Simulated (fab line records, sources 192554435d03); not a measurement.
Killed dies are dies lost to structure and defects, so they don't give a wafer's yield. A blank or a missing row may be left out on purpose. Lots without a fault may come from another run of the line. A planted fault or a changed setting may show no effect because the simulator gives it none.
A struck lot beside a sound one | flow n5_finfet | 37 steps out of a route of 1938
Sound: wafers L735.2, L735.4, L735.6. Struck: wafer L737.5. (L737.4 of the same lot was not struck and is left out.) The cause comes at the end.
At each step with rows: each side's tool, then ch and its chambers, then its first start. Under that, the readings that differ: sound wafers | struck wafers | difference of the means | sigmas: that difference in standard deviations of wafers without a fault.
alike: readings whose means differ by less than 2 such deviations, and words and numbers that are the same on both sides. not compared: withheld readings, readings that some wafer has no value for, bounds like >300 that may hide the same value, and numbers for which the record gives no deviation and whose values overlap.
The two part at a step that has a row with sigmas, a row that says differs or no value, or rows on one side only. Numbers that don't overlap but have no deviation are shown without sigmas and don't part them. A reading that every wafer of one side lacks parts them only if that side has two wafers or more.

first, 8 steps without rows for these wafers: N5_BEOL_M6_SPUTTER_48 (material Cu, target thk 10 nm, time 1.667 s); N5_BEOL_M6_ECD_50 (material Cu, target thk 300 nm); N5_BEOL_M6_ANNEAL_51 (time 90 s); N5_BEOL_M6_CMP_52 (polishes, stops on SiCOH lowk, t overpolish 6.9 s, target thk 80 nm); N5_BEOL_M6_PRE_CLEAN_55 (time 15 s); N5_BEOL_M6_DEP_56 (deposits SiCN from 3MS/NH3, target thk 10 nm, time 17.5 s); N5_BEOL_M7_ILD_DEP_00 (deposits SiCOH lowk from DEMS/porogen, target thk 179.75 nm, time 33.4 s); N5_BEOL_M7_CURE_74 (cures SiCOH lowk, time 240 s).
N5_BEOL_M7_PECVD_70: deposits SiO2 from TEOS/O2, target thk 20 nm, time 22.7 s.
  sound on pecvd-03 ch 0,1, day 11 13:08; struck on pecvd-03 ch 0, day 12 16:03
  reading                                    | sound          | struck | difference | sigmas
  model.SiO2_of_BEOL_M7_PECVD_70.thk_nm (nm) | 19.6 20.2 19.8 | 14.4   | -5.5       |
  alike: heater_power_outer_w, heater_power_w, showerhead_plenum_p_Torr, throttle_valve_pct
then, 25 steps without rows for these wafers: N5_BEOL_M7_HM_DEP_02 (deposits TiN, target thk 20 nm); N5_BEOL_M7_COAT_59 (time 60 s, resist thk 100 nm); N5_BEOL_M7_COAT_60 (time 60 s, resist thk 35 nm); N5_BEOL_M7_COAT_05 (resist thk 90 nm); N5_BEOL_M7_EBR_07; N5_BEOL_M7_SOFTBAKE_06 (time 60 s); N5_BEOL_M7_EXPOSE_08 (exposes mask M7); N5_BEOL_M7_PEB_09 (peb time 60 s); N5_BEOL_M7_DEVELOP_10 (develop time 30 s); N5_BEOL_M7_DESCUM_16 (chemistry O2, time 7.9 s); N5_BEOL_M7_ETCH_61 (etches SiARC in CF4, target depth 45.5 nm, time 75.8 s); N5_BEOL_M7_ETCH_62 (etches SOC in N2/H2, target depth 110 nm, overetch 22 nm, time 165 s); N5_BEOL_M7_STRIP_68 (strips in N2/H2); N5_BEOL_M7_STRIP_67 (strips in CF4); N5_BEOL_M7_HM_OPEN_17 (chemistry Cl2/BCl3, target TiN, target depth 20 nm, overetch 6 nm); N5_BEOL_M7_STRIP_19 (strips in O2); N5_BEOL_M7_COAT_63 (time 60 s, resist thk 60 nm); N5_BEOL_M7_COAT_64 (time 60 s, resist thk 12 nm); N5_BEOL_M7_COAT_71 (time 60 s, resist thk 5 nm); N5_BEOL_M7_COAT_22 (resist thk 30 nm); N5_BEOL_M7_EBR_24; N5_BEOL_M7_SOFTBAKE_23 (time 60 s); N5_BEOL_M7_EXPOSE_25 (exposes mask V6, target cd 40 nm); N5_BEOL_M7_PEB_26 (peb time 60 s); N5_BEOL_M7_DEVELOP_27 (develop time 30 s).
N5_BEOL_M7_HM_STRIP_39: strips TiN in peroxide tin strip, target depth 25 nm, time 158 s.
  sound on wet_bench-05 ch 0,4,7, day 11 15:32; struck on wet_bench-05 ch 2, day 12 21:45
  reading                                    | sound          | struck | difference | sigmas
  model.SiO2_of_BEOL_M7_PECVD_70.thk_nm (nm) | 19.4 20.2 19.8 | 14.2   | -5.6       |
  alike: bath_heat_duty_pct
N5_BEOL_M7_CMP_52: polishes, stops on SiCOH lowk, t overpolish 6.9 s, target thk 80 nm.
  sound on cmp-01 ch 1,2, day 11 18:54; struck on cmp-01 ch 2, day 13 01:17
  reading                      | sound          | struck | difference | sigmas
  barrier_field_endpoint_s (s) | 28.1 29.7 28.9 | 21.9   | -7.0       | -8
  alike: motor_current_A
  not compared: pad_life_wafers
-- the record jumps here: 3 days lie between the struck wafers' starts before and after (it left off in module BEOL_M7 and takes up again in module PASSIVATION, whose first step shown is number 1936 of the route) --
N5_PASSIVATION_PROBE_49:
  sound on prober-01, day 14 23:59; struck on prober-01, day 16 03:25
  alike: defect_limited_yield, killed_at_M0_to_M3, killed_at_M4_up, killed_at_contacts, killed_at_front_end, killed_at_other, killed_dies, killed_open, killed_short, sort_bin_4_leakage, sort_bin_5_function, sort_bin_6_memory, sort_n_pass, sort_yield_pct

WHERE THEY PART
Only at N5_BEOL_M7_CMP_52, within this record. Later steps at which nothing parts them and some readings are alike: N5_PASSIVATION_PROBE_49.

WHY: what the simulator had put in
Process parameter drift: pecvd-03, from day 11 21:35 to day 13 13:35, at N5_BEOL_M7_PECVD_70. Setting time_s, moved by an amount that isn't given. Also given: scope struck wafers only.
